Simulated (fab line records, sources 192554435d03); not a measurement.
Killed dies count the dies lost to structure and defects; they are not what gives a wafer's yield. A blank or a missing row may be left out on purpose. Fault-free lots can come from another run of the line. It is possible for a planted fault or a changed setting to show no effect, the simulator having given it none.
2 desks, one fault :: flow n5Finfet :: numbers are kept per desk, each desk with only its own; the story behind them comes last

## THE METROLOGY DESK
Means of the sampled wafers that have a number, per lot and without regard to the tool the lot ran on: this is what the gauges read. The brackets show how far a lot's mean lies from the usual mean; more than 4 standard deviations puts the lot out of limits, marked OUT. It has 11 readings; the 7 that lie furthest out on some lot are the ones shown.
Columns: A = DIBL_N at N5_BEOL_M4_RC_MEAS_101, usual 36.4 mV/V; B = IOFF_N at N5_BEOL_M4_RC_MEAS_101, usual 0.16 nA/um; C = IOFF_P at N5_BEOL_M4_RC_MEAS_101, usual 0.21 nA/um; D = ION_N at N5_BEOL_M4_RC_MEAS_101, usual 677 uA/um; E = ION_P at N5_BEOL_M4_RC_MEAS_101, usual 464 uA/um; F = SS_P at N5_BEOL_M4_RC_MEAS_101, usual 73.3 mV/dec; G = VT_P at N5_BEOL_M4_RC_MEAS_101, usual -251 mV
lot: L815
first seen here: day 2 04:40
A: 40.0
B: 0.23
C: 0.31
D: 702
E: 482
F: 74.5
G: -245

lot: L817
first seen here: day 2 15:25
A: 37.0
B: 0.19
C: 0.30
D: 689
E: 482
F: 73.2
G: -241

lot: L819
first seen here: day 3 03:00
A: 34.4
B: 0.13
C: 0.16
D: 672
E: 459
F: 72.5
G: -254

lot: L825
first seen here: day 4 15:29
A: 36.0
B: 0.17
C: 0.25
D: 685
E: 475
F: 73.1
G: -247

lot: L826
first seen here: day 4 20:53
A: 33.7
B: 0.15
C: 0.19
D: 688
E: 470
F: 73.2
G: -250

lot: L828
first seen here: day 5 09:00
A: 36.2
B: 0.18
C: 0.21
D: 664
E: 452
F: 73.9
G: -253

lot: L832
first seen here: day 6 09:22
A: 35.6
B: 0.14
C: 0.17
D: 665
E: 447
F: 73.0
G: -255

lot: L833
first seen here: day 6 17:13
A: 37.2
B: 0.17
C: 0.23
D: 680
E: 465
F: 74.3
G: -247

lot: L834
first seen here: day 6 21:59
A: 34.9
B: 0.12
C: 0.17
D: 664
E: 459
F: 72.3
G: -254

lot: L836
first seen here: day 7 10:31
A: 39.2
B: 0.19
C: 0.21
D: 675
E: 457
F: 73.4
G: -254
This desk's finding: nothing out of limits on any of the 10 lots.

## TOOL OWNER'S DESK, lithoTrack-05
The tool's own readings at N5_FIN_SAQP_COAT_10 (resist thk 90 nm): means of the sampled wafers that have a number, for each lot that ran on this tool. The brackets show how far a lot's mean lies from the usual mean; more than 4 standard deviations puts the lot out of limits, marked OUT.
Columns: A = spinSpeedRpm at N5_FIN_SAQP_COAT_10, usual 1499.9 rpm
lot: L815
first seen here: day 2 04:47
A: 1499.6

lot: L817
first seen here: day 2 15:34
A: 1499.9

lot: L825
first seen here: day 4 15:37
A: 1500.7

lot: L826
first seen here: day 4 21:01
A: 1501.5

lot: L834
first seen here: day 6 22:07
A: 1604.3 (+99 or more) OUT

lot: L836
first seen here: day 7 10:38
A: 1604.5 (+99 or more) OUT
This desk finds L834, L836 out of limits, L834 being first, at day 6 22:07 (spinSpeedRpm at N5_FIN_SAQP_COAT_10). L815, L817, L825, L826: within limits.

## PUT TOGETHER
At day 6 22:07, on L834, L836, the tool owner's desk was in a position to raise an alarm.
The metrology desk saw nothing out of limits.
The metrology desk holds a record of L834, L836, inside its limits.
The lots listed all ran N5_FIN_SAQP_COAT_10 on lithoTrack-05.

## WHAT HAD BEEN PUT IN BY THE SIMULATOR
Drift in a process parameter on lithoTrack-05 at N5_FIN_SAQP_COAT_10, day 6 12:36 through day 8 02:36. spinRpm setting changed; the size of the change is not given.
Lots struck among those shown: L834, L836.
Delay in hours, fault start to first out-of-limits reading, by desk: the tool owner's desk at 10.
